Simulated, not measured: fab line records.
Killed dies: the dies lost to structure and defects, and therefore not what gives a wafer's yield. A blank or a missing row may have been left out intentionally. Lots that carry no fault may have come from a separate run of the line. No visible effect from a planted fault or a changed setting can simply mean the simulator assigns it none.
A lot that was struck, set against a sound lot :: flow nand_harc :: 15 steps out of a route of 1159
Sound: wafers L145.2, L145.4, L145.6. Wafers struck: L144.1, L144.2, L144.6. The cause comes at the end.
Each step with rows lists, per side, the tool, then ch with its chambers, then its first start. Under that, the readings that differ: sound wafers :: struck wafers :: difference of the means :: sigmas: that difference in standard deviations of wafers without a fault.
alike: a reading whose means differ by less than 2 such deviations, as well as words and numbers matching on both sides. not compared: withheld readings; readings where some wafer has no value; bounds like >300 that might hide an equal value; numbers whose values overlap and for which the record gives no deviation.
A row with sigmas, a row that says differs or no value, or rows on one side alone: a step with any of these is where the two part. When numbers do not overlap yet have no deviation, they are printed without sigmas and do not part them. Lack of a reading on every wafer of one side parts them only where that side has two or more wafers.

first, 2 steps without rows for these wafers: NHARC_P_STI_SRD_39; NHARC_P_STI_OXIDE_40 (material SiO2, target thk 10 nm, ox time 1362 s).
NHARC_P_STI_INSPECT_25:
  sound on defect_inspect-01, day 6 23:32; struck on defect_inspect-02, day 6 23:33
reading: raw_defect_count
sound: 297 948 220
struck: 151 161 141
difference: -337
sigmas: -3
then, 9 steps without rows for these wafers: NHARC_P_GATE_ETCH_69 (etches SiO2 in dHF, target depth 14 nm); NHARC_P_GATE_PRECLEAN_70 (cleans in SC1); NHARC_P_GATE_SRD_01; NHARC_P_GATE_OXIDE_02 (material SiO2, target thk 37.5 nm, ox time 365 s); NHARC_P_GATE_DEHYDRATE_03 (time 120 s); NHARC_P_GATE_HMDS_04 (time 30 s); NHARC_P_GATE_COAT_05; NHARC_P_GATE_SOFTBAKE_06 (time 95 s); NHARC_P_GATE_EBR_07.
NHARC_P_GATE_EXPOSE_08: exposes mask P HV.
  sound on krf_scanner-01 ch 0, day 7 07:24; struck on krf_scanner-03 ch 0, day 7 07:35
reading: model.P_GATE.overlay_x_nm (nm)
sound: 1.297 1.297 1.297
struck: 35.2 35.2 35.2
difference: +33.9
sigmas: 
  alike: mask
then, 1 step without rows for these wafers: NHARC_P_GATE_PEB_09 (peb time 85 s).
-- break in the record here, with 16 days between the starts of the struck wafers on either side (left off in module P_GATE, picked up again in module END, where the first step shown is number 1159 on the route) --
NHARC_END_SORT_01:
  at this point the record logs the struck wafers (prober-02 ch 0, day 22 20:46) and has no rows for the sound ones

WHERE THEY PART
Earliest at NHARC_P_STI_INSPECT_25; latest, in this record, at NHARC_END_SORT_01.

WHY: what the simulator had put in
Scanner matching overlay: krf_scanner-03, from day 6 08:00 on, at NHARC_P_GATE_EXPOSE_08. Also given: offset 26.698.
